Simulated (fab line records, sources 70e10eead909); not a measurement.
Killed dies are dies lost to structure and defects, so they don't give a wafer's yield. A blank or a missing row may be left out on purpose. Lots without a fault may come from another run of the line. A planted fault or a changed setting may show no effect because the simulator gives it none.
Which tool did it? | flow nand_harc | 12 lots, 35 wafers sampled, at 5 steps of a route of 1302

WHAT THE GAUGES READ, wafer by wafer
NHARC_END_SORT_01. Usual: killed_at_array 49, standard deviation 18; killed_at_other 0.8, standard deviation 1; killed_at_periphery 4.2, standard deviation 2.8; killed_dies 54, standard deviation 18; killed_open 3.0, standard deviation 1.7; killed_short 2.5, standard deviation 1.6.
lot  | measured     | on        | killed_at_array | killed_at_other | killed_at_periphery | killed_dies | killed_open | killed_short | flag
L233 | day 26 14:17 | prober-02 | 15 17 21        | 2 3 1           | 8 14 14             | 25 34 36    | 4 2 5       | 3 2 3        |
L236 | day 26 21:13 | prober-02 | 62 69 61        | 2 1 1           | 2 5 3               | 66 75 65    | 0 3 3       | 3 2 6        |
L235 | day 27 09:08 | prober-02 | 62 59 55        | 0 1 0           | 3 3 3               | 65 63 58    | 2 2 2       | 4 0 5        |
L237 | day 27 08:19 | prober-01 | 43 38 34        | 2 0 2           | 1 3 3               | 46 41 39    | 5 4 3       | 4 5 3        |
L239 | day 27 23:35 | prober-02 | 84 73 99        | 1 1 0           | 6 6 5               | 91 80 104   | 5 3 5       | 2 4 2        |
L238 | day 27 23:38 | prober-01 | 46 61 54        | 3 2 2           | 3 3 3               | 52 66 59    | 3 4 3       | 2 5 3        |
L240 | day 28 20:19 | prober-02 | 85 83 79        | 0 0 2           | 4 3 3               | 89 86 84    | 1 2 1       | 0 0 3        |
L244 | day 30 23:26 | prober-02 | 59 45           | 0 1             | 2 2                 | 61 48       | 2 4         | 4 4          |
L246 | day 30 15:37 | prober-02 | 34 34 28        | 0 0 0           | 4 3 7               | 38 37 35    | 5 4 6       | 3 4 0        |
L248 | day 32 06:57 | prober-01 | 53 42 59        | 3 0 0           | 5 7 1               | 61 49 60    | 3 2 1       | 1 3 0        |
L252 | day 33 07:29 | prober-02 | 67 66 33        | 0 0 0           | 3 3 5               | 70 69 38    | 4 3 4       | 3 4 2        |
L253 | day 34 06:12 | prober-02 | 36 62 50        | 0 3 1           | 3 1 1               | 39 66 52    | 2 1 2       | 2 2 3        |

WHICH TOOL RAN EACH LOT (tool, then ch and the chambers of the sampled wafers, then the start)
lot  | NHARC_A_CHANNEL_HOLE_D1_ETCH_22  | NHARC_A_CHANNEL_HOLE_D1_ETCH_24  | NHARC_A_CHANNEL_HOLE_D1_XSEM_31 | NHARC_A_CHANNEL_FILL_D1_ALD_14
L233 | har_etch-01 ch 0,1, day 9 17:55  | har_etch-01 ch 0,1, day 9 19:11  | xsem-02 ch 0, day 9 23:02       | ald_hk-01 ch 0,2,3, day 10 06:25
L236 | har_etch-02 ch 0,1, day 10 14:34 | har_etch-02 ch 0,1, day 10 15:49 | xsem-01 ch 0, day 10 19:26      | ald_hk-03 ch 0,1, day 11 02:47
L235 | har_etch-02 ch 0,1, day 11 02:21 | har_etch-02 ch 0,1, day 11 03:39 | xsem-02 ch 0, day 11 07:01      | ald_hk-02 ch 1,3, day 11 15:01
L237 | har_etch-01 ch 0,1, day 11 07:50 | har_etch-01 ch 0,1, day 11 09:07 | xsem-01 ch 0, day 11 12:36      | ald_hk-03 ch 2,3, day 11 20:29
L239 | har_etch-02 ch 0,1, day 11 21:26 | har_etch-02 ch 0,1, day 11 22:44 | xsem-02 ch 0, day 12 02:05      | ald_hk-01 ch 1,2,3, day 12 09:26
L238 | har_etch-01 ch 1, day 11 21:31   | har_etch-01 ch 1, day 11 22:46   | xsem-01 ch 0, day 12 02:13      | ald_hk-03 ch 1,2,3, day 12 09:26
L240 | har_etch-02 ch 0,1, day 12 18:03 | har_etch-02 ch 0,1, day 12 19:20 | xsem-02 ch 0, day 12 22:43      | ald_hk-02 ch 2,3, day 13 06:04
L244 | har_etch-01 ch 1, day 14 12:20   | har_etch-01 ch 1, day 14 13:38   | xsem-01 ch 0, day 14 16:59      | ald_hk-01 ch 1,3, day 15 00:23
L246 | har_etch-01 ch 0,1, day 15 00:42 | har_etch-01 ch 0,1, day 15 01:58 | xsem-01 ch 0, day 15 05:26      | ald_hk-02 ch 0,2,3, day 15 12:44
L248 | har_etch-01 ch 0,1, day 15 18:21 | har_etch-01 ch 0,1, day 15 19:37 | xsem-02 ch 0, day 15 23:14      | ald_hk-03 ch 1,2, day 16 06:46
L252 | har_etch-02 ch 0,1, day 17 21:37 | har_etch-02 ch 0,1, day 17 22:53 | xsem-01 ch 0, day 18 02:22      | ald_hk-03 ch 0,1,3, day 18 10:05
L253 | har_etch-01 ch 0,1, day 18 01:22 | har_etch-01 ch 0,1, day 18 02:38 | xsem-02 ch 0, day 18 06:05      | ald_hk-03 ch 0,1,2, day 18 15:55
- NHARC_A_CHANNEL_HOLE_D1_ETCH_22: etches the open film in C4F8/O2/Ar, time 666.7 s, target depth 1600 nm.
- NHARC_A_CHANNEL_HOLE_D1_ETCH_24: etches the open film in C4F8/O2/Ar, time 906.2 s, target depth 1500 nm.
- NHARC_A_CHANNEL_HOLE_D1_XSEM_31
- NHARC_A_CHANNEL_FILL_D1_ALD_14: deposits SiO2, target thk 2.5 nm, pulse time 10 s, ald cycles 25.

WHAT THE TOOLS THEMSELVES READ (means of the sampled wafers that have a number; where no wafer has one, the mark that the record gives instead)
NHARC_A_CHANNEL_HOLE_D1_ETCH_22. Usual: drypump_motor_current_A 5.8 A, standard deviation 0.35; mfc_ar_sccm 375.4 sccm, standard deviation 1.1; showerhead_plenum_p_Torr 3.69 Torr, standard deviation 0.069; throttle_valve_pct 32.155 %, standard deviation 0.0099.
lot  | tool        | drypump_motor_current_A (A) | mfc_ar_sccm (sccm) | showerhead_plenum_p_Torr (Torr) | throttle_valve_pct (%) | flag
L233 | har_etch-01 | 6.1                         | 375.7              | 3.72                            | 32.155                 |
L236 | har_etch-02 | 5.5                         | 374.6              | 3.71                            | 32.161                 |
L235 | har_etch-02 | 5.5                         | 375.8              | 3.70                            | 32.160                 |
L237 | har_etch-01 | 5.9                         | 375.5              | 3.71                            | 32.157                 |
L239 | har_etch-02 | 5.5                         | 376.8              | 3.70                            | 32.155                 |
L238 | har_etch-01 | 6.4                         | 375.6              | 3.71                            | 32.158                 |
L240 | har_etch-02 | 5.6                         | 374.8              | 3.65                            | 32.148                 |
L244 | har_etch-01 | 6.3                         | 374.6              | 3.69                            | 32.153                 |
L246 | har_etch-01 | 6.1                         | 375.3              | 3.68                            | 32.149                 |
L248 | har_etch-01 | 6.1                         | 376.0              | 3.68                            | 32.152                 |
L252 | har_etch-02 | 5.5                         | 375.1              | 3.78                            | 32.157                 |
L253 | har_etch-01 | 6.1                         | 375.5              | 3.66                            | 32.152                 |

NHARC_A_CHANNEL_HOLE_D1_ETCH_24. Usual: drypump_motor_current_A 5.8 A, standard deviation 0.35; mfc_ar_sccm 374.9 sccm, standard deviation 1.1; showerhead_plenum_p_Torr 3.68 Torr, standard deviation 0.069; throttle_valve_pct 32.235 %, standard deviation 0.0083.
lot  | tool        | drypump_motor_current_A (A) | mfc_ar_sccm (sccm) | showerhead_plenum_p_Torr (Torr) | throttle_valve_pct (%) | flag
L233 | har_etch-01 | 6.1                         | 374.9              | 3.72                            | 32.230                 |
L236 | har_etch-02 | 5.5                         | 375.0              | 3.70                            | 32.226                 |
L235 | har_etch-02 | 5.5                         | 374.5              | 3.70                            | 32.240                 |
L237 | har_etch-01 | 5.9                         | 374.9              | 3.70                            | 32.235                 |
L239 | har_etch-02 | 5.5                         | 375.5              | 3.69                            | 32.246                 |
L238 | har_etch-01 | 6.3                         | 374.4              | 3.70                            | 32.242                 |
L240 | har_etch-02 | 5.6                         | 375.1              | 3.64                            | 32.234                 |
L244 | har_etch-01 | 6.3                         | 374.6              | 3.68                            | 32.232                 |
L246 | har_etch-01 | 6.1                         | 374.5              | 3.68                            | 32.235                 |
L248 | har_etch-01 | 6.1                         | 374.8              | 3.67                            | 32.229                 |
L252 | har_etch-02 | 5.5                         | 373.7              | 3.78                            | 32.230                 |
L253 | har_etch-01 | 6.1                         | 376.5              | 3.65                            | 32.234                 |

NHARC_A_CHANNEL_HOLE_D1_XSEM_31. Usual: bot_cd_nm 74.2 nm, standard deviation 1.3; bow_nm 8.62 nm, standard deviation 0.26; tilt_deg 0.10 degrees, standard deviation 0.04.
lot  | tool    | bot_cd_nm (nm) | bow_nm (nm) | tilt_deg (degrees) | flag
L233 | xsem-02 | 73.5           | 8.61        | 0.09               |
L236 | xsem-01 | 75.8           | 8.74        | 0.08               |
L235 | xsem-02 | 73.3           | 8.27        | 0.14               |
L237 | xsem-01 | 73.6           | 9.10        | 0.12               |
L239 | xsem-02 | 72.6           | 8.26        | 0.10               |
L238 | xsem-01 | 75.5           | 8.45        | 0.10               |
L240 | xsem-02 | 74.0           | 8.65        | 0.03               |
L244 | xsem-01 | 74.6           | 8.12        | 0.14               |
L246 | xsem-01 | 72.6           | 8.68        | 0.05               |
L248 | xsem-02 | 74.1           | 8.95        | 0.04               |
L252 | xsem-01 | 74.9           | 8.47        | 0.18               |
L253 | xsem-02 | 74.3           | 8.77        | 0.07               |

NHARC_A_CHANNEL_FILL_D1_ALD_14. Usual: heater_power_w 475 W, standard deviation 63; precursor_pulse_height_rel 1.001, standard deviation 0.02.
lot  | tool      | heater_power_w (W) | precursor_pulse_height_rel | flag
L233 | ald_hk-01 | 474                | 1.002                      |
L236 | ald_hk-03 | 447                | 0.999                      |
L235 | ald_hk-02 | 531                | 0.989                      |
L237 | ald_hk-03 | 547                | 1.005                      |
L239 | ald_hk-01 | 462                | 1.008                      |
L238 | ald_hk-03 | 505                | 1.018                      |
L240 | ald_hk-02 | 542                | 0.980                      |
L244 | ald_hk-01 | 458                | 1.015                      |
L246 | ald_hk-02 | 512                | 0.997                      |
L248 | ald_hk-03 | 564                | 0.999                      |
L252 | ald_hk-03 | 451                | 1.003                      |
L253 | ald_hk-03 | 501                | 0.999                      |

THE ANSWER, worked out from the rows above alone
Rule: a lot is off if the mean of its wafers that have a number lies more than 3 standard deviations from the usual mean. A lot without any number at a reading at which 4 lots or more have one is off too. The other lots that the step has rows for count as sound. The gauges are gone through in route order, then the tools' own readings, and for those a lot's mean is taken as printed above. The first step at which some lot is off is used, and at that step the reading that is off furthest; a lot without a number counts as furthest.
No lot is off at any reading shown: from this, nothing can be told.

WHAT THE SIMULATOR HAD PUT IN
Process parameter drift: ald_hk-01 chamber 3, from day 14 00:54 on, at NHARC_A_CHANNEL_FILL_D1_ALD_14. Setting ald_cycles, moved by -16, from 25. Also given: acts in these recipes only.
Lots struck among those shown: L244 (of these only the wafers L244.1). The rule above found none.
